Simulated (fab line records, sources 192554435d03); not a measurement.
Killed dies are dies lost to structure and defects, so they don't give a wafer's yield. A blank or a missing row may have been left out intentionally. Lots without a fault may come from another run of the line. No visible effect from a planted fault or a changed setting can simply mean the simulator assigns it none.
Split-lot trial | flow n5-finfet | 7 lots, 21 wafers read, on a route of 1938 steps

## ABOUT THE SPLIT
At N5_BEOL_M15_EXPOSE_07 (exposes mask V14), the setting dose-mj was moved away from the recipe's 41.25 on 8 of the 21 wafers read, by -6.8% to +7.0%. For the rest of the wafers, this setting stayed at what the recipe calls for.

## FROM THE SPLIT TO THE READING: what the file shows between them, 6 steps
- N5_BEOL_M15_PEB_08: peb time 90 s
- N5_BEOL_M15_DEVELOP_09: develop time 45 s
- N5_BEOL_M15_HARDBAKE_14: time 120 s
- N5_BEOL_M15_CD_MEAS_10: target cd 360 nm
- N5_BEOL_M15_STRIP_65: strips in post etch residue remover, time 60 s
- N5_BEOL_M15_SRD_66: time 30 s, dry time 30 s

## THE READING
Shown in nm: cd-nm at N5_BEOL_M15_CD_MEAS_17, with target cd 360 nm. Fault-free wafers of this fab line usually give 360.4 nm, standard deviation 1.9 nm.

wafer  | tool, chamber at the split | dose-mj as run | against the recipe | cd-nm, nm | against lot-mates on the recipe
L080.1 | krf-scanner-02, 0          | 41.25          | recipe             | 357.8     | -
L080.4 | krf-scanner-02, 0          | 41.25          | recipe             | 361.4     | -
L080.5 | krf-scanner-02, 0          | 41.25          | recipe             | 360.5     | -
L083.1 | krf-scanner-02, 0          | 41.25          | recipe             | 359.0     | -
L083.4 | krf-scanner-02, 0          | 39.07          | -5.3%              | 352.2     | -6.6
L083.5 | krf-scanner-02, 0          | 41.25          | recipe             | 358.6     | -
L085.3 | krf-scanner-01, 0          | 41.25          | recipe             | 362.2     | -
L085.5 | krf-scanner-01, 0          | 42.86          | +3.9%              | 366.7     | +4.5
L085.6 | krf-scanner-01, 0          | 42.86          | +3.9%              | 364.4     | +2.2
L088.1 | krf-scanner-01, 0          | 41.25          | recipe             | 361.5     | -
L088.2 | krf-scanner-01, 0          | 44.14          | +7.0%              | 369.8     | +8.3
L088.6 | krf-scanner-01, 0          | 44.14          | +7.0%              | 370.5     | +9.0
L087.1 | krf-scanner-01, 0          | 41.25          | recipe             | 362.0     | -
L087.2 | krf-scanner-01, 0          | 38.45          | -6.8%              | 349.9     | -12.7
L087.6 | krf-scanner-01, 0          | 41.25          | recipe             | 363.1     | -
L095.1 | krf-scanner-02, 0          | 41.25          | recipe             | 356.2     | -
L095.3 | krf-scanner-02, 0          | 41.25          | recipe             | 358.7     | -
L095.4 | krf-scanner-02, 0          | 39.51          | -4.2%              | 352.9     | -4.6
L096.3 | krf-scanner-01, 0          | 41.25          | recipe             | 355.6     | -
L096.5 | krf-scanner-01, 0          | 41.25          | recipe             | 358.5     | -
L096.6 | krf-scanner-01, 0          | 42.65          | +3.4%              | 364.4     | +7.3

THE FIT
A straight line over all 21 wafers: cd-nm changes by +1.48 nm for each +1% of dose-mj; r = +0.94; the points scatter about the line by 1.9 nm.
The same after taking each lot's own level away (the mean of its wafers on the recipe; 21 wafers): +1.35 nm for each +1%; r = +0.95; scatter 1.6 nm.
According to that fit, moving dose-mj by its largest amount changes the reading by 9.5 nm.
The lots' own levels span 357.05 to 362.55 nm, that is 2.9 times the standard deviation above.
Consequently the slope shifts little with the lot-to-lot level, the two slopes agreeing.
Check: for one of the wafers moved furthest among these (+7.0%), held out of the fit, the line's prediction against its lot-mates is +9.58 nm. Against them it came out at +8.3 nm.

## THE OTHER SPLITS THESE WAFERS WENT THROUGH
Other splits were also applied to these wafers ahead of the reading. Each is held against what the fit with the lots' levels taken away leaves over:
other split on the same wafers    | wafers away from the commonest value | r with cd-nm (lot level and that fit taken away)
N5_BEOL_M13_TRENCH_ETCH_34 time-s | 6                                    | +0.00

## THE WHOLE CHAIN: every reading that the file lists as answering this split, in the file's order
step                   | what it does     | reading | change (the file's fit)              | r (the file's)
N5_BEOL_M15_CD_MEAS_10 | target cd 360 nm | cd-nm   | +1.45 nm for each +1% of the setting | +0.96
N5_BEOL_M15_CD_MEAS_17 | target cd 360 nm | cd-nm   | +1.42 nm for each +1% of the setting | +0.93

## THE FILE'S OWN FIT
cd-nm changes by +1.42 nm for each +1% of dose-mj, r = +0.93.
